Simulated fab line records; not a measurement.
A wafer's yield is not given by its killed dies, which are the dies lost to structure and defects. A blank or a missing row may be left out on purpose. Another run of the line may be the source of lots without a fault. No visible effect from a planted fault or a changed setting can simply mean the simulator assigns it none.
Chamber matching -- flow nand-harc -- NHARC_A_BONDPAD_DESCUM_11 on rie-diel-11: 4 sister chambers
The step chemistry O2, time 3 s. 8 wafers are shown with their chamber, then 12 later ones without.

== WAFERS PAIRED WITH THEIR CHAMBERS ==
wafer,chamber,drypump-motor-current-A (A),oes-product-au (a.u.)
L089.1,3,5.05,1.007
L089.2,2,5.52,0.995
L094.3,1,5.60,0.994
L094.4,0,5.25,1.007
L094.5,0,5.25,1.007
L091.2,3,5.02,1.005
L091.3,2,5.52,0.995
L091.6,1,5.60,1.001

== WAFERS WITHOUT THEIR CHAMBER ==
wafer,drypump-motor-current-A (A),oes-product-au (a.u.)
L092.2,5.59,1.004
L092.3,5.54,1.001
L092.6,5.54,1.004
L095.1,5.23,1.005
L095.2,5.53,1.006
L095.4,5.00,1.008
L096.3,5.54,1.002
L096.5,5.53,1.002
L096.6,5.22,1.014
L097.2,5.51,1.001
L097.5,5.21,1.012
L097.6,5.58,1.005

== WHICH CHAMBER EACH ONE RAN IN ==
wafer,from the rows above,in truth
L092.2,1,1
L092.3,2,2
L092.6,2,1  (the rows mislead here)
L095.1,0,0
L095.2,2,2
L095.4,3,3
L096.3,2,2
L096.5,2,2
L096.6,0,0
L097.2,2,2
L097.5,0,0
L097.6,1,1
Correct placement for 11 of the 12. Left unplaced by these rows: 0. Wrongly placed: 1.
How it was worked out, from the rows above alone: a wafer's distance from a chamber is the root of the sum, over the readings, of the square of ((its reading less the chamber's mean) divided by the reading's scatter). The wafer belongs to the nearest chamber; if the next one is less than 2 further off, it can't be placed. A chamber's mean is the mean of its shown wafers. The scatter: take each reading less its chamber's mean, square it, sum over the shown wafers, divide by the number of wafers less the number of chambers, and take the root.
